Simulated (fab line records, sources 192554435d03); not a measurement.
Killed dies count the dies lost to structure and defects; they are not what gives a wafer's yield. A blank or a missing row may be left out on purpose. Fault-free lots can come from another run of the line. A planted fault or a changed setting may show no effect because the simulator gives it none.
Which of the tools did it?    flow n5Finfet    at 1 step of a route of 1938, 10 lots with 29 wafers sampled

## WHAT THE GAUGES READ, wafer by wafer
N5_PMOS_HMC_CHANNEL_EPI_CD_MEAS_09: the cd target is 237.4 nm.
lot   measured     on        cdNm (nm)
L807  day 1 22:59  cdSem-02  238.8 237.3 237.8
L808  day 2 05:14  cdSem-02  236.2 237.6 239.7
L810  day 2 17:31  cdSem-01  237.1 236.1 235.5
L811  day 2 23:13  cdSem-02  235.3 236.2 235.8
L812  day 3 05:26  cdSem-03  237.4 236.9 237.2
L817  day 4 12:01  cdSem-03  237.5 237.6 236.8
L818  day 4 17:32  cdSem-01  237.7 237.4 239.0
L822  day 5 16:53  cdSem-03  236.1 236.3 236.8
L828  day 7 06:13  cdSem-03  234.4 236.4 237.9
L829  day 7 11:41  cdSem-01  238.6 237.4

## WHICH TOOL RAN EACH LOT (tool, then ch and the chambers of the sampled wafers, then the start)
The record shows no process step preceding these readings.

## THE ANSWER, worked out from the rows above alone
Rule: the lots themselves supply what counts as usual. Put in order of their means at a reading, lots are off if they are a third of the lots or fewer, leave a main group of 4 or more, and stand apart from it by a gap of 3 or more times the standard deviation of the main group's means; of several such gaps the widest counts. If all means in a main group match to the digits the tables above print for the reading, that group is not used. A lot without any number at a reading at which 4 lots or more have one is off too. Where the step has rows for the other lots, those lots are counted as sound.
Across all readings shown, no lot is off: no conclusion can be drawn from this.

## WHAT THE SIMULATOR HAD INSERTED
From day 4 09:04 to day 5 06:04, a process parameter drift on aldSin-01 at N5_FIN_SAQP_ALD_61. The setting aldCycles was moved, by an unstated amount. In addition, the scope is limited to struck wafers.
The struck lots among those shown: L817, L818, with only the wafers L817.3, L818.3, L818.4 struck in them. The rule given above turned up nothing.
